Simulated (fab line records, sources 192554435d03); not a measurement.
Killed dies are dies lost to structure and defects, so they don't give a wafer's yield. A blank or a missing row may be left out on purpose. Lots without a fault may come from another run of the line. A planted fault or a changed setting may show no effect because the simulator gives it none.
Chamber matching | flow n5_finfet | N5_SPACER0_ALD_00 on ald_sin-03: 4 sister chambers
The step deposits SiOCN, target thk 3.5 nm, pulse time 3 s, purge time 2 s. 22 wafers are shown with their chamber, then 11 later ones without.

WAFERS WITH THEIR CHAMBER
wafer  | chamber | heater_power_w (W) | precursor_pulse_height_rel
L074.2 | 0       | 767                | 1.015
L074.3 | 2       | 900                | 0.987
L074.4 | 3       | 789                | 1.050
L076.1 | 2       | 925                | 1.013
L076.2 | 0       | 756                | 0.991
L076.5 | 0       | 769                | 0.998
L078.3 | 2       | 914                | 1.033
L078.5 | 1       | 930                | 0.994
L078.6 | 2       | 911                | 1.015
L079.1 | 0       | 766                | 1.024
L079.4 | 2       | 898                | 1.006
L079.6 | 1       | 897                | 0.997
L082.1 | 0       | 742                | 1.006
L082.3 | 2       | 938                | 0.989
L082.6 | 3       | 788                | 1.030
L086.1 | 2       | 966                | 1.009
L086.3 | 1       | 925                | 0.992
L086.4 | 0       | 738                | 1.021
L088.2 | 2       | 972                | 0.996
L088.5 | 2       | 951                | 0.999
L088.6 | 3       | 762                | 0.978
L093.1 | 0       | 733                | 1.007

SIGNATURES (means of the wafers above)
reading                    | chamber 0 | chamber 1 | chamber 2 | chamber 3 | scatter within a chamber
heater_power_w             | 753.00    | 917.33    | 930.56    | 779.67    | 21.9
precursor_pulse_height_rel | 1.00886   | 0.99433   | 1.00522   | 1.01933   | 0.0172
Rule: a wafer's distance from a chamber is the root of the sum, over the readings, of the square of ((its reading less the chamber's mean) divided by the reading's scatter). The wafer belongs to the nearest chamber; if the next one is less than 2 further off, it can't be placed. The scatter: the root of (the sum of the squares of (reading less its chamber's mean) over the shown wafers, divided by (wafers less chambers)).

WAFERS WITHOUT THEIR CHAMBER
wafer  | heater_power_w (W) | precursor_pulse_height_rel
L093.3 | 908                | 0.978
L093.5 | 783                | 1.001
L094.1 | 963                | 0.979
L094.2 | 910                | 0.994
L094.5 | 789                | 1.014
L096.2 | 976                | 1.001
L096.4 | 716                | 1.001
L096.6 | 896                | 1.034
L097.2 | 796                | 0.999
L097.3 | 736                | 1.014
L097.6 | 737                | 1.018

WHICH CHAMBER EACH WENT THROUGH
wafer  | from the rows above     | in truth
L093.3 | can't be placed: 1 or 2 | 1
L093.5 | can't be placed: 3 or 0 | 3
L094.1 | can't be placed: 2 or 1 | 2
L094.2 | can't be placed: 1 or 2 | 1
L094.5 | can't be placed: 3 or 0 | 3
L096.2 | can't be placed: 2 or 1 | 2
L096.4 | can't be placed: 0 or 3 | 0
L096.6 | can't be placed: 2 or 1 | 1
L097.2 | can't be placed: 3 or 0 | 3
L097.3 | can't be placed: 0 or 3 | 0
L097.6 | can't be placed: 0 or 3 | 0
Placed correctly: 0 of 11. Can't be placed from these rows: 11 (the true chamber is among the candidates in 11). Placed wrongly: 0.
